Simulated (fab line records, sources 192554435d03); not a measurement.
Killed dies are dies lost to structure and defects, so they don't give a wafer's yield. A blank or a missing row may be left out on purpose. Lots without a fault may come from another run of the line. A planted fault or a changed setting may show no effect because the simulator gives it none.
Chamber matching | flow n5_finfet | N5_BEOL_M6_ALD_77 on ald_metal-04: 4 sister chambers
The step deposits TaN, target thk 2 nm, pulse time 2 s, purge time 3 s. 4 wafers are shown with their chamber, then 8 later ones without.

WAFERS WITH THEIR CHAMBER
wafer  | chamber | heater_power_w (W)
L087.2 | 2       | 426
L087.5 | 0       | 461
L087.6 | 1       | 358
L089.1 | 3       | 459

WAFERS WITHOUT THEIR CHAMBER
wafer  | heater_power_w (W)
L089.4 | 453
L089.6 | 414
L093.3 | 357
L093.5 | 468
L093.6 | 431
L094.2 | 463
L094.3 | 433
L094.6 | 466

WHICH CHAMBER EACH WENT THROUGH
wafer  | from the rows above     | in truth
L089.4 | can't be placed: 3 or 0 | 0
L089.6 | 2                       | 2
L093.3 | 1                       | 1
L093.5 | can't be placed: 0 or 3 | 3
L093.6 | 2                       | 2
L094.2 | can't be placed: 0 or 3 | 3
L094.3 | 2                       | 2
L094.6 | can't be placed: 0 or 3 | 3
Placed correctly: 4 of 8. Can't be placed from these rows: 4 (the true chamber is among the candidates in 4). Placed wrongly: 0.
How it was worked out, from the rows above alone: a wafer's distance from a chamber is the root of the sum, over the readings, of the square of ((its reading less the chamber's mean) divided by the reading's scatter). The wafer belongs to the nearest chamber; if the next one is less than 2 further off, it can't be placed. A chamber's mean is the mean of its shown wafers. The scatter: with one shown wafer a chamber, the root of the mean of the squares of how far each hidden wafer lies from its nearest shown one.
